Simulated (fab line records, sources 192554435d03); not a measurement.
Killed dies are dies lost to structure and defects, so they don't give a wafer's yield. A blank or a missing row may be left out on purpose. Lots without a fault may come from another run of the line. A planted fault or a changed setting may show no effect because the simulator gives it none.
A struck lot beside a sound one | flow n5_finfet | 16 steps out of a route of 1938
Sound: wafers L517.1, L517.2, L517.6. Struck: wafers L524.2, L524.3, L524.6. The cause comes at the end.
At each step with rows: each side's tool, then ch and its chambers, then its first start. Under that, the readings that differ: sound wafers | struck wafers | difference of the means | sigmas: that difference in standard deviations of wafers without a fault.
alike: readings whose means differ by less than 2 such deviations, and words and numbers that are the same on both sides. not compared: withheld readings, readings that some wafer has no value for, bounds like >300 that may hide the same value, and numbers for which the record gives no deviation and whose values overlap.
The two part at a step that has a row with sigmas, a row that says differs or no value, or rows on one side only. Numbers that don't overlap but have no deviation are shown without sigmas and don't part them. A reading that every wafer of one side lacks parts them only if that side has two wafers or more.

first, 1 step without rows for these wafers: N5_SD_EPI_P_STRIP_38 (strips in N2/H2).
N5_SD_EPI_P_ETCHBACK_46: etches SiNx in CH3F/O2, stops on SiO2, target depth 17.5 nm.
  sound on rie_diel-06 ch 0,3, day 6 07:36; struck on rie_diel-03 ch 0,2,3, day 7 23:24
  alike: drypump_motor_current_A, oes_product_au, rf_vpp_V, showerhead_plenum_p_Torr, throttle_valve_pct
  not compared: rf_hours_counter_h
N5_SD_EPI_P_ETCH_47: etches SiOCN in CH3F/O2, target depth 25 nm.
  sound on rie_diel-06 ch 0,3, day 6 07:42; struck on rie_diel-03 ch 0,2,3, day 7 23:30
  alike: drypump_motor_current_A, oes_product_au, rf_vpp_V, showerhead_plenum_p_Torr, throttle_valve_pct
  not compared: rf_hours_counter_h
N5_SD_EPI_P_ETCH_16: etches SiO2 in CHF3/O2, target depth 5 nm.
  sound on rie_diel-06 ch 0,3, day 6 07:48; struck on rie_diel-03 ch 0,2,3, day 7 23:36
  alike: drypump_motor_current_A, oes_product_au, rf_vpp_V, showerhead_plenum_p_Torr, throttle_valve_pct
  not compared: rf_hours_counter_h
then, 1 step without rows for these wafers: N5_SD_EPI_P_STRIP_50 (strips in CHF3/O2).
N5_SD_EPI_P_SD_RECESS_17: chemistry HBr/Cl2/O2, target depth 39.1 nm, bt time 3 s.
  sound on rie_si-01 ch 1,2, day 6 07:52; struck on rie_si-01 ch 0,2, day 7 23:40
  alike: drypump_motor_current_A, mfc_cl2_sccm, oes_product_au, throttle_valve_pct
  not compared: rf_hours_counter_h
then, 1 step without rows for these wafers: N5_SD_EPI_P_WET_ETCH_45 (etches SiO2 in dHF, time 10.7 s, target depth 2 nm, rinse time 30 s).
N5_SD_EPI_P_STRIP_40: strips in N2/H2.
  sound on plasma_asher-01 ch 0,1, day 6 08:01; struck on plasma_asher-02 ch 0,1, day 8 00:05
  alike: drypump_motor_current_A, heater_power_w, oes_product_au
  not compared: rf_hours_counter_h
then, 4 steps without rows for these wafers: N5_SD_EPI_P_PRECLEAN_52 (cleans in O3/DIW, time 60 s); N5_SD_EPI_P_SRD_20 (time 30 s); N5_SD_EPI_P_PRECLEAN_51 (cleans in NF3:NH3, afs cycles 1, time 20 s, sublimation time 60 s); N5_SD_EPI_P_VAPOR_ETCH_44 (etches SiGe30 in NF3/Ar, time 3.3 s).
N5_SD_EPI_P_EPI_21: deposits SiGe:B, time 355 s.
  sound on epi_rpcvd-04 ch 0, day 6 08:32; struck on epi_rpcvd-02, day 8 00:58
  no value came back on the struck wafers for chamber_pressure_Torr (Torr), epi_growth_time_s (s); on the sound wafers chamber_pressure_Torr (Torr) reads 19.99 19.98 19.98
then, 1 step without rows for these wafers: N5_SD_EPI_P_HM_STRIP_48 (strips SiNx in H3PO4, material SiNx, target depth 3 nm).
N5_BEOL_M4_RC_MEAS_101:
  the record has rows for the sound wafers here (prober-01 ch 0, day 11 22:24) and none for the struck ones
-- the record jumps here: 9 days lie between the struck wafers' starts before and after (it left off in module BEOL_M4 and takes up again in module PASSIVATION, whose first step shown is number 1936 of the route) --
N5_PASSIVATION_PROBE_49:
  sound on prober-02, day 16 00:48; struck on prober-02, day 17 12:14
  reading                  | sound          | struck         | difference | sigmas
  defect_limited_yield (%) | 93.4 90.8 92.8 | 0 0 0          | -92        | -66
  killed_at_front_end      | 29 32 28       | 1095 1131 1114 | +1084      | +90
  killed_at_other          | 0 2 2          | 15 6 10        | +9         | +3
  killed_dies              | 78 108 85      | 1180 1180 1180 | +1090      | +64
  killed_on_rim            | 11 20 13       | 152 152 152    | +137       | +35
  sort_bin_5_function (%)  | 4.3 5.0 4.0    | 95.8 97.4 97.1 | +92.3      | +94
  sort_n_pass              | 1102 1072 1095 | 0 0 0          | -1090      | -64
  sort_yield_pct (%)       | 93.4 90.8 92.8 | 0 0 0          | -92        | -66
  alike: killed_at_M0_to_M3, killed_at_M4_up, killed_at_contacts, killed_open, killed_short, sort_bin_6_memory

WHERE THEY PART
First at N5_SD_EPI_P_EPI_21; last, within this record, at N5_PASSIVATION_PROBE_49.

WHY: what the simulator had put in
Skipped step whole: epi_rpcvd-02, from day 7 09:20 on, at N5_SD_EPI_P_EPI_21. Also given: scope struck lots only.
